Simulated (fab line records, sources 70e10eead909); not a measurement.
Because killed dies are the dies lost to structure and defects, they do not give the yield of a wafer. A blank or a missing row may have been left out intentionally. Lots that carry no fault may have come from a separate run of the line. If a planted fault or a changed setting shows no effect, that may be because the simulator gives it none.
Which tool was responsible? + flow nandHarc + 13 lots, 38 wafers sampled, at 5 steps of a route of 1302

== WHAT EACH GAUGE READ, for each wafer ==
NHARC_A_ONON_D1_THK_MEAS_27: measures by ellipsometry.
| lot  | measured     | on           | thkNm (nm)     |
|------|--------------|--------------|----------------|
| L864 | day 8 03:44  | filmMetro-02 | 999 997 997    |
| L866 | day 8 22:40  | filmMetro-02 | 987 986 985    |
| L865 | day 8 23:01  | filmMetro-02 | 991 990 990    |
| L867 | day 9 12:18  | filmMetro-02 | 995 995 995    |
| L872 | day 11 11:41 | filmMetro-02 | 996 995 996    |
| L873 | day 12 00:29 | filmMetro-02 | 1001 1002 1001 |
| L874 | day 12 10:40 | filmMetro-01 | 1004 1003 1002 |
| L875 | day 12 15:38 | filmMetro-01 | 1001 1004 1002 |
| L876 | day 13 01:15 | filmMetro-01 | 989 988 986    |
| L877 | day 13 16:56 | filmMetro-02 | 997 997 998    |
| L879 | day 14 10:57 | filmMetro-02 | 1007 1006 1005 |
| L880 | day 15 02:55 | filmMetro-02 | 994 992 994    |
| L881 | day 15 13:41 | filmMetro-02 | 993 993        |

NHARC_A_ONON_D1_INSPECT_32.
| lot  | measured     | on               | rawDefectCount |
|------|--------------|------------------|----------------|
| L864 | day 8 04:50  | defectInspect-02 | 60 58 70       |
| L866 | day 8 23:47  | defectInspect-02 | 86 38 31       |
| L865 | day 9 00:07  | defectInspect-02 | 54 53 68       |
| L867 | day 9 13:26  | defectInspect-02 | 79 44 57       |
| L872 | day 11 12:49 | defectInspect-01 | 50 63 106      |
| L873 | day 12 01:37 | defectInspect-01 | 41 45 47       |
| L874 | day 12 11:47 | defectInspect-01 | 116 60 85      |
| L875 | day 12 16:52 | defectInspect-02 | 51 56 55       |
| L876 | day 13 02:21 | defectInspect-02 | 46 76 45       |
| L877 | day 13 18:02 | defectInspect-01 | 70 106 82      |
| L879 | day 14 12:04 | defectInspect-02 | 65 87 59       |
| L880 | day 15 04:02 | defectInspect-01 | 77 83 94       |
| L881 | day 15 14:47 | defectInspect-02 | 129 108        |

NHARC_END_SORT_01.
| lot  | measured     | on        | killedAtArray | killedAtOther | killedAtPeriphery | killedDies | killedOpen | killedShort |
|------|--------------|-----------|---------------|---------------|-------------------|------------|------------|-------------|
| L879 | day 30 09:25 | prober-02 | 77 59 48      | 1 0 0         | 0 2 1             | 78 61 49   | 1 1 3      | 5 2 1       |

== WHICH TOOL RAN EACH LOT (tool, then ch and the chambers of the sampled wafers, then the start) ==
| lot  | NHARC_A_CHANNEL_HOLE_D1_ETCH_39   | NHARC_A_CHANNEL_HOLE_D1_ETCH_25 |
|------|-----------------------------------|---------------------------------|
| L864 | rieDiel-05 ch 0,1,3, day 8 11:43  | harEtch-01 ch 0,1, day 8 17:26  |
| L866 | rieDiel-05 ch 0,2,3, day 9 05:40  | harEtch-02 ch 0,1, day 9 10:05  |
| L865 | rieDiel-01 ch 0,1,2, day 9 05:52  | harEtch-01 ch 0, day 9 11:56    |
| L867 | rieDiel-06 ch 0,1,3, day 9 16:44  | harEtch-01 ch 0,1, day 9 20:42  |
| L872 | rieDiel-06 ch 2,3, day 11 18:18   | harEtch-02 ch 0,1, day 12 02:33 |
| L873 | rieDiel-01 ch 0,1,2, day 12 04:51 | harEtch-01 ch 0,1, day 12 10:22 |
| L874 | rieDiel-05 ch 1,2, day 12 15:37   | harEtch-02 ch 0, day 13 01:35   |
| L875 | rieDiel-05 ch 1,2,3, day 12 20:02 | harEtch-01 ch 0,1, day 12 23:55 |
| L876 | rieDiel-05 ch 0,1, day 13 05:17   | harEtch-02 ch 0,1, day 13 09:29 |
| L877 | rieDiel-05 ch 0,3, day 14 00:36   | harEtch-01 ch 0,1, day 14 04:31 |
| L879 | rieDiel-06 ch 0,1,3, day 14 16:02 | harEtch-02 ch 0,1, day 14 23:02 |
| L880 | rieDiel-05 ch 0,1,3, day 15 09:11 | harEtch-02 ch 0,1, day 15 13:23 |
| L881 | rieDiel-05 ch 0,3, day 15 18:49   | harEtch-01 ch 0, day 15 23:36   |
- NHARC_A_CHANNEL_HOLE_D1_ETCH_39: etches the open film in N2/H2, target depth 260 nm, time 325 s.
- NHARC_A_CHANNEL_HOLE_D1_ETCH_25: etches the open film in C4F8/O2/Ar, time 1040.2 s, target depth 1500 nm.

== WHAT THE TOOLS THEMSELVES READ (means of the sampled wafers that have a number; where no wafer has one, the mark that the record gives instead) ==
NHARC_A_CHANNEL_HOLE_D1_ETCH_39.
| lot  | tool       | drypumpMotorCurrentA (A) | oesProductAu (a.u.) | rfVppV (V) | showerheadPlenumPTorr (Torr) | throttleValvePct (%) |
|------|------------|--------------------------|---------------------|------------|------------------------------|----------------------|
| L864 | rieDiel-05 | 5.3                      | 0.999               | 431.1      | 2.03                         | 14.172               |
| L866 | rieDiel-05 | 5.5                      | 1.003               | 431.1      | 2.09                         | 14.175               |
| L865 | rieDiel-01 | 5.5                      | 1.007               | 429.2      | 1.98                         | 14.169               |
| L867 | rieDiel-06 | 5.7                      | 1.005               | 427.6      | 1.95                         | 14.170               |
| L872 | rieDiel-06 | 6.0                      | 0.999               | 432.4      | 2.10                         | 14.168               |
| L873 | rieDiel-01 | 5.5                      | 0.997               | 431.9      | 2.10                         | 14.165               |
| L874 | rieDiel-05 | 5.5                      | 0.997               | 430.4      | 2.01                         | 14.171               |
| L875 | rieDiel-05 | 5.6                      | 1.002               | 428.8      | 1.99                         | 14.173               |
| L876 | rieDiel-05 | 5.1                      | 0.998               | 431.9      | 2.08                         | 14.177               |
| L877 | rieDiel-05 | 5.5                      | 1.000               | 431.5      | 2.07                         | 14.175               |
| L879 | rieDiel-06 | 5.7                      | 1.007               | 427.4      | 1.94                         | 14.179               |
| L880 | rieDiel-05 | 5.3                      | 1.102               | 429.6      | 2.03                         | 14.169               |
| L881 | rieDiel-05 | 5.3                      | 1.150               | 431.7      | 2.10                         | 14.180               |

NHARC_A_CHANNEL_HOLE_D1_ETCH_25.
| lot  | tool       | drypumpMotorCurrentA (A) | showerheadPlenumPTorr (Torr) | throttleValvePct (%) |
|------|------------|--------------------------|------------------------------|----------------------|
| L864 | harEtch-01 | 5.2                      | 3.67                         | 32.233               |
| L866 | harEtch-02 | 5.6                      | 3.69                         | 32.234               |
| L865 | harEtch-01 | 5.8                      | 3.56                         | 32.237               |
| L867 | harEtch-01 | 5.5                      | 3.61                         | 32.232               |
| L872 | harEtch-02 | 5.4                      | 3.71                         | 32.240               |
| L873 | harEtch-01 | 5.5                      | 3.59                         | 32.240               |
| L874 | harEtch-02 | 5.8                      | 3.64                         | 32.241               |
| L875 | harEtch-01 | 5.2                      | 3.64                         | 32.237               |
| L876 | harEtch-02 | 5.6                      | 3.66                         | 32.238               |
| L877 | harEtch-01 | 5.2                      | 3.63                         | 32.229               |
| L879 | harEtch-02 | 5.4                      | 3.69                         | 32.232               |
| L880 | harEtch-02 | 5.4                      | 3.69                         | 32.247               |
| L881 | harEtch-01 | 5.8                      | 3.51                         | 32.248               |

== THE ANSWER, worked out from the rows above alone ==
Rule: usual is defined by the lots themselves. The widest of any qualifying gaps counts: lots, ordered by their means at a reading, are off when they make up no more than a third of the lots, leave a main group of 4 or more, and stand apart from it by 3 or more times the standard deviation of that group's means. A main group is skipped when, at the precision printed for the reading in the tables above, its means are all equal. A lot without any number at a reading at which 4 lots or more have one is off too. Where the step has rows for the other lots, those lots are counted as sound. Order of review: gauges by route order, followed by the tools' own readings, for which a lot's mean as printed above is used. The first step at which some lot is off is used, and at that step the reading that is off furthest; a lot without a number counts as furthest.
Off: L880, L881 (NHARC_A_CHANNEL_HOLE_D1_ETCH_39, oesProductAu). For the main group the mean is 1.001 a.u. and the standard deviation 0.0036.
A tool fits if, at that step or a process step before it, it ran every lot that is off, and no sound lot after the first of them. One fits: rieDiel-05 at NHARC_A_CHANNEL_HOLE_D1_ETCH_39. Its last sound lot is L877 (day 14 00:36), its first lot that is off L880 (day 15 09:11): a fault that began between those two fits.
The tool's own readings at NHARC_A_CHANNEL_HOLE_D1_ETCH_39 bear it out: on the lots that are off they differ by more than 5 times the standard deviation of the sound lots' means. oesProductAu reads 1.126 a.u. there against 1.001 a.u. on the sound lots.

== WHAT WAS PUT IN BY THE SIMULATOR ==
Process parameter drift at NHARC_A_CHANNEL_HOLE_D1_ETCH_39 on rieDiel-05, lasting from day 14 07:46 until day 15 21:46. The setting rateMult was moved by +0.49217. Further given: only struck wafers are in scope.
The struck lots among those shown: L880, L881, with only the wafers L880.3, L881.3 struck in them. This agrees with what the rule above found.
